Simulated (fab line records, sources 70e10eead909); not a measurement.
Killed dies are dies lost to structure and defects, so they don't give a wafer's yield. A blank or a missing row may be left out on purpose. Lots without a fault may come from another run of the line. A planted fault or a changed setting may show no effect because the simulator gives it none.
Chamber matching | flow nand_harc | NHARC_A_M0_DESCUM_14 on rie_diel-11: 4 sister chambers
The step chemistry O2, time 3 s. 4 wafers are shown with their chamber, then 11 later ones without.

WAFERS WITH THEIR CHAMBER
wafer  | chamber | drypump_motor_current_A (A)
L078.3 | 1       | 6.3
L089.1 | 0       | 6.0
L089.6 | 3       | 5.6
L093.2 | 2       | 5.9

WAFERS WITHOUT THEIR CHAMBER
wafer  | drypump_motor_current_A (A)
L093.3 | 5.6
L093.6 | 5.9
L094.1 | 6.0
L094.3 | 6.3
L094.4 | 5.6
L096.2 | 5.6
L096.3 | 6.0
L096.4 | 5.9
L097.1 | 6.2
L097.2 | 6.0
L097.5 | 5.8

WHICH CHAMBER EACH WENT THROUGH
wafer  | from the rows above | in truth
L093.3 | 3                   | 3
L093.6 | 2                   | 2
L094.1 | 0                   | 0
L094.3 | 1                   | 1
L094.4 | 3                   | 3
L096.2 | 3                   | 3
L096.3 | 0                   | 0
L096.4 | 2                   | 2
L097.1 | 1                   | 1
L097.2 | 0                   | 0
L097.5 | 2                   | 2
Placed correctly: 11 of 11. Can't be placed from these rows: 0. Placed wrongly: 0.
How it was worked out, from the rows above alone: a wafer's distance from a chamber is the root of the sum, over the readings, of the square of ((its reading less the chamber's mean) divided by the reading's scatter). The wafer belongs to the nearest chamber; if the next one is less than 2 further off, it can't be placed. A chamber's mean is the mean of its shown wafers. The scatter: with one shown wafer a chamber, the root of the mean of the squares of how far each hidden wafer lies from its nearest shown one.
